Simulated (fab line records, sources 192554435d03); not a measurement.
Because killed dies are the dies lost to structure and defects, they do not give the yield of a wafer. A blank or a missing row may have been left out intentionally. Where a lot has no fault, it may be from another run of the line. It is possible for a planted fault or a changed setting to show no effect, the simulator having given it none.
Matching of chambers / flow n5 finfet / 4 sister chambers for N5_FIN_CUT_ETCH_30 on rie diel-06
The step etches underlayer in N2/H2, target depth 13 nm, time 10.4 s. 16 wafers are shown with their chamber, then 8 later ones without.

== WAFERS WITH THEIR CHAMBER ==
wafer=L075.1; chamber=1; showerhead plenum p Torr (Torr)=2.43; throttle valve pct (%)=17.59; drypump motor current A (A)=5.7
wafer=L075.2; chamber=0; showerhead plenum p Torr (Torr)=2.51; throttle valve pct (%)=17.88; drypump motor current A (A)=4.9
wafer=L075.6; chamber=3; showerhead plenum p Torr (Torr)=2.45; throttle valve pct (%)=18.04; drypump motor current A (A)=5.3
wafer=L080.2; chamber=3; showerhead plenum p Torr (Torr)=2.45; throttle valve pct (%)=18.05; drypump motor current A (A)=5.3
wafer=L080.4; chamber=0; showerhead plenum p Torr (Torr)=2.50; throttle valve pct (%)=17.89; drypump motor current A (A)=4.9
wafer=L080.5; chamber=2; showerhead plenum p Torr (Torr)=2.65; throttle valve pct (%)=17.92; drypump motor current A (A)=5.3
wafer=L083.2; chamber=1; showerhead plenum p Torr (Torr)=2.42; throttle valve pct (%)=17.59; drypump motor current A (A)=5.6
wafer=L083.3; chamber=3; showerhead plenum p Torr (Torr)=2.45; throttle valve pct (%)=18.06; drypump motor current A (A)=5.4
wafer=L083.6; chamber=2; showerhead plenum p Torr (Torr)=2.65; throttle valve pct (%)=17.95; drypump motor current A (A)=5.2
wafer=L086.2; chamber=3; showerhead plenum p Torr (Torr)=2.44; throttle valve pct (%)=18.09; drypump motor current A (A)=5.4
wafer=L086.4; chamber=1; showerhead plenum p Torr (Torr)=2.42; throttle valve pct (%)=17.62; drypump motor current A (A)=5.7
wafer=L086.5; chamber=3; showerhead plenum p Torr (Torr)=2.44; throttle valve pct (%)=18.09; drypump motor current A (A)=5.4
wafer=L087.1; chamber=3; showerhead plenum p Torr (Torr)=2.44; throttle valve pct (%)=18.09; drypump motor current A (A)=5.4
wafer=L087.2; chamber=2; showerhead plenum p Torr (Torr)=2.65; throttle valve pct (%)=17.96; drypump motor current A (A)=5.2
wafer=L087.5; chamber=2; showerhead plenum p Torr (Torr)=2.65; throttle valve pct (%)=17.96; drypump motor current A (A)=5.2
wafer=L089.2; chamber=3; showerhead plenum p Torr (Torr)=2.44; throttle valve pct (%)=18.10; drypump motor current A (A)=5.4

SIGNATURES, as means of the wafers listed above
reading=showerhead plenum p Torr; chamber 0=2.5050; chamber 1=2.4233; chamber 2=2.6500; chamber 3=2.4443; scatter within a chamber=0.0049
reading=throttle valve pct; chamber 0=17.8850; chamber 1=17.6000; chamber 2=17.9475; chamber 3=18.0743; scatter within a chamber=0.0206
reading=drypump motor current A; chamber 0=4.900; chamber 1=5.667; chamber 2=5.225; chamber 3=5.371; scatter within a chamber=0.0487
Rule: for each reading, subtract the chamber's mean from the wafer's reading, divide by that reading's scatter and square the result; add these up over the readings and take the root, which gives the wafer's distance from the chamber. The wafer belongs to the nearest chamber; if the next one is less than 2 further off, it can't be placed. The scatter is the square root of a quotient: the sum, over the shown wafers, of each reading's squared deviation from its chamber's mean, divided by wafers minus chambers.

== WAFERS WITH NO CHAMBER GIVEN ==
wafer=L089.3; showerhead plenum p Torr (Torr)=2.64; throttle valve pct (%)=17.96; drypump motor current A (A)=5.2
wafer=L089.5; showerhead plenum p Torr (Torr)=2.44; throttle valve pct (%)=18.08; drypump motor current A (A)=5.4
wafer=L091.2; showerhead plenum p Torr (Torr)=2.41; throttle valve pct (%)=17.63; drypump motor current A (A)=5.7
wafer=L091.5; showerhead plenum p Torr (Torr)=2.41; throttle valve pct (%)=17.65; drypump motor current A (A)=5.6
wafer=L091.6; showerhead plenum p Torr (Torr)=2.64; throttle valve pct (%)=17.99; drypump motor current A (A)=5.2
wafer=L096.2; showerhead plenum p Torr (Torr)=2.43; throttle valve pct (%)=18.13; drypump motor current A (A)=5.4
wafer=L096.5; showerhead plenum p Torr (Torr)=2.64; throttle valve pct (%)=18.01; drypump motor current A (A)=5.2
wafer=L096.6; showerhead plenum p Torr (Torr)=2.43; throttle valve pct (%)=18.12; drypump motor current A (A)=5.4

== WHICH CHAMBER EACH WENT THROUGH ==
wafer=L089.3; from the rows above=2; in truth=2
wafer=L089.5; from the rows above=3; in truth=3
wafer=L091.2; from the rows above=1; in truth=1
wafer=L091.5; from the rows above=1; in truth=1
wafer=L091.6; from the rows above=2; in truth=2
wafer=L096.2; from the rows above=3; in truth=3
wafer=L096.5; from the rows above=2; in truth=2
wafer=L096.6; from the rows above=3; in truth=3
Correctly placed: 8 of 8. Not placeable from these rows: 0. Wrongly placed: 0.
